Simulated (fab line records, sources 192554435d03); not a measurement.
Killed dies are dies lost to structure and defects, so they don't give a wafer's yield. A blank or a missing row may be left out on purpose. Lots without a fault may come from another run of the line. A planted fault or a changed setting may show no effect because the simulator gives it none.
fab line records | flow n5_finfet
record lots=6 wafers=18 last_day=17
route steps=1938 shown ZERO_LAYER@5 BEOL_M4@1111
lots that met no fault: from a run of the same line without faults
start_h: hours from the record's first day to the start of the lot's first wafer shown | wait_h: hours since the lot's step before | " the same as in the row above | L1.1+2: a row that stands for several wafers | - no value, or no start given | * or withheld: withheld | < > ~ a bound
route shown NAME@n: a module of which the file shows steps, and the number in the route of the first | usual: mean/standard deviation of fault-free wafers | same: alike in all rows | chamber/n: place in a boat | sites: the reading at each site | _std_site: their standard deviation | _edge_site: outer sites' mean less inner sites' | radius_mm: how far each site lies from the wafer's centre | mask NAME#n: copy n | behind: the tool/chamber that last shaped the wafer | hold: why the lot was held/for how many hours/how that ended | device: the transistor (n, p or np) that didn't switch | end of line: the same wafers' tests at the end of the route | a step without rows: its recipe alone | killed: dies lost to structure and defects at the first sort, not the wafer's yield | map: a wafer's dies, x killed, . not, _ none there
set.NAME: the setting as run; set.NAME@STEP: as run at that earlier step | model.NAME: the simulator's own value behind a step, which no gauge read
lots at some steps of the route; a table a step, a row a wafer
services: from which hour (start_h, from the record's first day; less than 0 if before it) a tool's chamber was out of use, for how many hours, and why
## steps
# step N5_ZERO_LAYER_HMDS_04
# recipe time_s=60 temp_c=120
# step N5_ZERO_LAYER_COAT_05
# recipe spin_rpm=1500 resist_thk_nm=1000
# step N5_ZERO_LAYER_EBR_07
# recipe solvent=PGMEA ebr_width_mm=1.5
# step N5_ZERO_LAYER_SOFTBAKE_06
# recipe temp_c=100 time_s=90
# step N5_ZERO_LAYER_EXPOSE_08
# recipe mask_id=ZERO na=0.55 source_shape=conventional sigma_outer=0.8 polarization=unpolarized defocus_nm=0 target_cd_nm=2000 dose_mj=16.2
# step N5_ZERO_LAYER_PEB_09
# recipe peb_temp_c=withheld peb_time_s=*
# step N5_ZERO_LAYER_DEVELOP_10
# recipe develop_time_s=60 rinse_liquid=diw dry=air_spin dev_temp_c=21
# step N5_ZERO_LAYER_HARDBAKE_23
# recipe temp_c=130 time_s=120
# step N5_ZERO_LAYER_CD_MEAS_11
# recipe target_cd_nm=2000 landing_energy_ev=500 detector=se_inlens
# usual cd_nm=2000.4/1.6
# columns lot.wafer tool chamber start_h wait_h cd_nm
L639.1 cd_sem-03 0 12.64 - 1997.8
L639.2 " 0 " " 1999.3
L639.5 " 0 " " 1998.0
L644.1 cd_sem-01 0 42.67 - 2002.6
L644.4 " 0 " " 2000.7
L644.5 " 0 " " 2002.0
L645.1 cd_sem-02 0 48.68 - 2000.1
L645.5 " 0 " " 1997.5
L645.6 " 0 " " 1998.3
L654.1 cd_sem-02 0 102.77 - 2001.5
L654.3 " 0 " " 2000.5
L654.4 " 0 " " 2000.1
L656.1 cd_sem-01 0 114.64 - 2000.4
L656.3 " 0 " " 1999.7
L656.4 " 0 " " 2000.2
L659.1 cd_sem-03 0 132.64 - 1999.3
L659.3 " 0 " " 1999.2
L659.6 " 0 " " 2000.0
# step N5_ZERO_LAYER_DESCUM_16
# recipe chemistry=O2 time_s=7.9 source_power_w=50 bias_power_w=20 pressure_mtorr=20 rf_frequency_hz=2.712e+07 temp_c=40 o2_flow_sccm=225
# usual drypump_motor_current_A=5.6/0.32 oes_product_au=0.78/0.059 rf_vpp_V=241.9/1.5 showerhead_plenum_p_Torr=2.02/0.077 throttle_valve_pct=20.30/0.18
# columns lot.wafer tool chamber start_h wait_h drypump_motor_current_A oes_product_au rf_hours_counter_h rf_vpp_V showerhead_plenum_p_Torr throttle_valve_pct
L639.1 rie_diel-04 2 12.72 0.1 5.8 0.80 92 239.9 1.94 20.21
L639.2 " 0 " " 5.2 0.72 186 243.7 2.08 20.32
L639.5 " 2 " " 5.8 0.80 - 241.7 1.94 20.22
L644.1 rie_diel-04 3 42.71 0.0 6.0 0.83 86 243.3 2.03 20.12
L644.4 " 0 " " 5.2 0.72 195 243.4 2.08 20.33
L644.5 " 0 " " 5.2 0.71 - 243.3 2.08 20.33
L645.1 rie_diel-03 2 48.91 0.2 5.4 0.81 92 242.4 1.95 20.19
L645.5 " 3 " " 5.3 0.73 - 241.0 1.99 20.36
L645.6 " 2 " " 5.4 0.82 - 242.0 1.95 20.19
L654.1 rie_diel-04 3 102.94 0.2 6.0 0.80 103 242.3 2.03 20.15
L654.3 " 0 " " 5.2 0.69 213 242.0 2.07 20.38
L654.4 " 1 " " 5.1 0.72 193 240.4 2.00 20.70
L656.1 rie_diel-01 0 114.68 0.0 5.7 0.84 63 242.5 2.13 20.07
L656.3 " 3 " " 5.5 0.78 123 240.9 1.93 20.47
L656.4 " 1 " " 6.0 0.74 153 243.9 2.19 20.24
L659.1 rie_diel-01 2 132.68 0.0 5.7 0.81 102 241.7 2.12 20.06
L659.3 " 0 " " 5.7 0.82 69 244.7 2.13 20.10
L659.6 " 2 " " 5.7 0.80 - 243.7 2.11 20.07
# step N5_ZERO_LAYER_ETCH_17
# recipe chemistry=CF4 target=SiO2 target_depth_a=120 time_s=13.3 ion_energy_ev=350 pressure_mtorr=40 source_w=450 bias_w=215 Ar_flow_sccm=100 cf4_flow_sccm=100
# usual bias_w=214.9/0.63 drypump_motor_current_A=5.6/0.32 oes_product_au=0.79/0.061 rf_vpp_V=944/4.6 showerhead_plenum_p_Torr=2.07/0.07 throttle_valve_pct=15.53/0.21
# columns lot.wafer tool chamber start_h wait_h bias_w drypump_motor_current_A oes_product_au rf_hours_counter_h rf_vpp_V showerhead_plenum_p_Torr throttle_valve_pct
L639.1 rie_diel-04 2 12.75 0.0 215.1 5.8 0.80 92 940 2.00 15.45
L639.2 " 0 " " 214.5 5.2 0.73 186 950 2.12 15.52
L639.5 " 2 " " 215.1 5.8 0.80 - 941 2.00 15.47
L644.1 rie_diel-04 3 42.74 0.0 215.8 6.0 0.82 86 945 2.08 15.30
L644.4 " 0 " " 215.5 5.2 0.72 195 949 2.12 15.55
L644.5 " 0 " " 214.6 5.2 0.72 - 947 2.12 15.57
L645.1 rie_diel-03 2 48.95 0.0 215.7 5.5 0.82 92 940 2.00 15.39
L645.5 " 3 " " 215.2 5.3 0.75 - 942 2.06 15.72
L645.6 " 2 " " 215.8 5.4 0.81 - 940 2.00 15.40
L654.1 rie_diel-04 3 102.98 0.0 215.3 6.1 0.79 103 946 2.07 15.34
L654.3 " 0 " " 215.1 5.2 0.69 213 948 2.11 15.59
L654.4 " 1 " " 215.7 5.1 0.72 193 943 2.05 15.91
L656.1 rie_diel-01 0 114.71 0.0 216.5 5.7 0.85 63 950 2.18 15.25
L656.3 " 3 " " 213.8 5.6 0.77 123 939 2.00 15.78
L656.4 " 1 " " 214.6 6.0 0.75 153 954 2.23 15.43
L659.1 rie_diel-01 2 132.71 0.0 214.9 5.7 0.81 102 951 2.15 15.28
L659.3 " 0 " " 215.2 5.7 0.84 69 950 2.17 15.26
L659.6 " 2 " " 213.9 5.7 0.82 - 950 2.15 15.29
# step N5_ZERO_LAYER_ETCH_18
# recipe chemistry=HBr/Cl2 target=Si target_depth_a=1200 time_s=40 pressure_mtorr=10 icp_w=800 bias_w=75 HBr_flow_sccm=150 Cl2_flow_sccm=80
# usual bias_w=75.02/0.22 drypump_motor_current_A=5.7/0.4 oes_product_au=1.004/0.013 throttle_valve_pct=36.37/0.23
# columns lot.wafer tool chamber start_h wait_h bias_w drypump_motor_current_A oes_product_au rf_hours_counter_h throttle_valve_pct
L639.1 rie_si-01 0 12.83 0.0 74.94 6.0 1.004 141 36.28
L639.2 " 2 " " 75.11 5.9 1.004 22 36.26
L639.5 " 0 " " 74.91 5.9 1.008 - 36.27
L644.1 rie_si-01 1 42.81 0.0 75.02 5.0 0.996 138 36.41
L644.4 " 0 " " 75.03 6.0 1.006 142 36.28
L644.5 " 2 " " 75.36 5.9 1.004 - 36.28
L645.1 rie_si-02 2 49.02 0.0 75.16 5.8 0.998 6 36.27
L645.5 " 1 " " 74.80 5.5 0.989 - 36.95
L645.6 " 0 " " 74.68 6.1 1.014 - 36.09
L654.1 rie_si-02 3 103.05 0.0 75.02 4.9 0.967 62 36.22
L654.3 " 2 " " 75.33 5.8 0.999 7 36.28
L654.4 " 1 " " 75.13 5.5 0.994 26 36.95
L656.1 rie_si-02 0 114.79 0.0 75.10 6.1 1.029 116 36.08
L656.3 " 1 " " 75.03 5.5 0.989 26 36.96
L656.4 " 1 " " 74.82 5.5 0.990 - 36.95
L659.1 rie_si-05 1 132.79 0.0 75.02 5.9 1.020 189 36.26
L659.3 " 0 " " 75.25 5.5 0.980 132 36.89
L659.6 " 3 " " 74.62 5.9 1.023 - 36.36
# step N5_ZERO_LAYER_STRIP_24
# recipe chemistry=O2 power_w=1000 temp_c=250 overash_fraction=0.3 pressure_mtorr=1000 o2_flow_sccm=6750
# usual chamber_pressure_mTorr=1000.0/0.98 drypump_motor_current_A=5.6/0.41 heater_power_w=321/43 oes_product_au=0.647/0.0052 strip_time_to_endpoint_s=43.85/0.068
# columns lot.wafer tool chamber start_h wait_h chamber_pressure_mTorr drypump_motor_current_A heater_power_w oes_product_au rf_hours_counter_h strip_time_to_endpoint_s model.coat_of_ZERO_LAYER_COAT_05.thk_nm
L639.1 plasma_asher-02 0 12.93 0.1 997.9 5.3 374 0.647 25 43.82 0
L639.2 " 1 " " 999.4 5.9 298 0.650 25 43.86 0
L639.5 " 1 " " 1001.1 6.0 307 0.652 - 43.88 0
L644.1 plasma_asher-01 1 42.92 0.1 - - - - - - 927.9
L644.4 " 0 " " - - - - - - 926.3
L644.5 " 1 " " - - - - - - 930.2
L645.1 plasma_asher-01 0 49.12 0.1 - - - - - - 930.1
L645.5 " 0 " " - - - - - - 929.3
L645.6 " 1 " " - - - - - - 931.6
L654.1 plasma_asher-01 1 103.15 0.1 999.4 6.1 288 0.635 87 43.84 0
L654.3 " 1 " " 998.7 6.1 285 0.648 - 43.96 0
L654.4 " 0 " " 998.9 5.1 293 0.645 - 43.84 0
L656.1 plasma_asher-01 0 114.89 0.1 999.6 5.1 294 0.653 90 43.93 0
L656.3 " 0 " " 1002.4 5.1 292 0.644 - 43.97 0
L656.4 " 1 " " 1000.5 6.1 279 0.648 - 43.97 0
L659.1 plasma_asher-01 1 132.89 0.1 1000.8 6.1 286 0.640 93 43.88 0
L659.3 " 0 " " 999.4 5.1 295 0.654 - 43.99 0
L659.6 " 1 " " 998.4 6.2 277 0.655 - 43.93 0
# step N5_ZERO_LAYER_STRIP_19
# recipe chemistry=SPM time_s=900 temp_c=130 h2so4_h2o2_vol_ratio=4 dry=ipa_marangoni
# step N5_BEOL_M4_RC_MEAS_101
# usual DIBL_N=36.1/1.3 DIBL_P=36.3/1.4 IOFF_N=0.162/0.024 IOFF_P=0.22/0.033 ION_N=674/9.9 ION_P=464/7.6 SS_N=71.6/0.53 SS_P=73.4/0.55 VT_N=249.4/2.9 VT_P=-249/3.3
# columns lot.wafer tool chamber start_h wait_h DIBL_N[mV/V] DIBL_P[mV/V] IOFF_N[nA/um] IOFF_P[nA/um] ION_N[uA/um] ION_P[uA/um] SS_N[mV/dec] SS_P[mV/dec] VT_N[mV] VT_P[mV]
L639.1 prober-02 0 166.21 0.0 35.9 35.5 0.130 0.19 655 456 71.3 73.4 255.8 -250
L639.2 " 0 " " 37.6 36.4 0.158 0.21 663 454 71.4 73.6 251.4 -249
L639.5 " 0 " " 36.5 36.1 0.141 0.20 670 458 72.0 73.5 252.3 -250
L644.1 prober-02 0 195.21 0.0 36.7 37.4 0.154 0.18 667 448 71.4 73.4 250.5 -254
L644.4 " 0 " " 36.2 37.0 0.151 0.19 669 452 71.7 73.2 251.4 -258
L644.5 " 0 " " 37.1 37.8 0.165 0.19 665 452 72.2 72.5 249.8 -256
L645.1 prober-02 0 202.17 0.0 37.2 36.8 0.172 0.26 677 469 72.3 72.6 247.0 -245
L645.5 " 0 " " 36.5 35.2 0.145 0.22 666 463 71.0 72.9 250.4 -251
L645.6 " 0 " " 37.2 36.5 0.167 0.25 672 463 71.6 73.5 246.2 -245
L654.1 prober-02 0 255.72 0.0 33.6 34.7 0.129 0.20 663 461 70.9 73.1 253.5 -249
L654.3 " 0 " " 35.1 35.0 0.152 0.22 670 466 71.6 73.1 249.9 -250
L654.4 " 0 " " 35.0 34.7 0.147 0.21 671 460 71.3 73.6 253.3 -248
L656.1 prober-02 0 263.69 0.0 34.7 35.7 0.148 0.20 669 463 71.8 73.2 247.8 -251
L656.3 " 0 " " 35.3 36.0 0.148 0.22 654 453 72.0 73.9 250.3 -248
L656.4 " 0 " " 35.8 37.2 0.163 0.23 681 463 71.5 74.0 250.4 -252
L659.1 prober-02 0 284.43 0.0 37.2 36.5 0.175 0.22 676 465 72.1 74.0 247.9 -249
L659.3 " 0 " " 37.0 37.1 0.177 0.24 686 473 71.3 73.1 247.5 -246
L659.6 " 0 " " 37.1 37.2 0.180 0.24 680 463 71.5 73.3 245.3 -245
## services
# columns tool chamber start_h hours kind
rie_si-05 1 -6.79 3.6 repair
rie_diel-01 1 15.33 13.7 repair
plasma_asher-01 - 20.13 12.8 repair
rie_diel-01 3 23.22 7.5 repair
rie_diel-03 1 29.55 - clean
rie_diel-03 1 29.55 - consumable_replace:focus_ring
rie_diel-03 1 29.55 20.4 scheduled_down
rie_diel-03 1 29.55 20.4 vent_cycle
rie_si-05 3 35.94 3.2 repair
plasma_asher-02 - 43.42 0.4 repair
rie_si-02 - 52.62 14.6 pm
rie_si-01 0 55.47 8.1 repair
rie_diel-03 0 57.29 12.0 repair
rie_diel-03 3 68.58 5.6 repair
plasma_asher-01 - 78.79 3.6 repair
rie_si-02 3 81.24 20.5 repair
rie_diel-01 2 91.81 7.0 repair
rie_si-02 - 108.70 2.8 pm
rie_si-02 3 113.91 5.8 repair
rie_si-01 3 127.00 - clean
rie_si-01 3 127.00 24.6 scheduled_down
rie_si-01 3 127.00 24.6 vent_cycle
## key
first_sign step=N5_ZERO_LAYER_STRIP_24 reading=tool_record direction=missing
effect none on later readings
model_effect step=N5_ZERO_LAYER_STRIP_24 value=coat_of_ZERO_LAYER_COAT_05.thk_nm without=0 struck=929.2
met_at N5_ZERO_LAYER_STRIP_24
struck_wafers L644.1,L644.4,L644.5,L645.1,L645.5,L645.6
fault kind=skipped_step_whole tool=plasma_asher-01 chamber=- onset_h=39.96 steps=N5_ZERO_LAYER_STRIP_24 scope=struck_lots_only
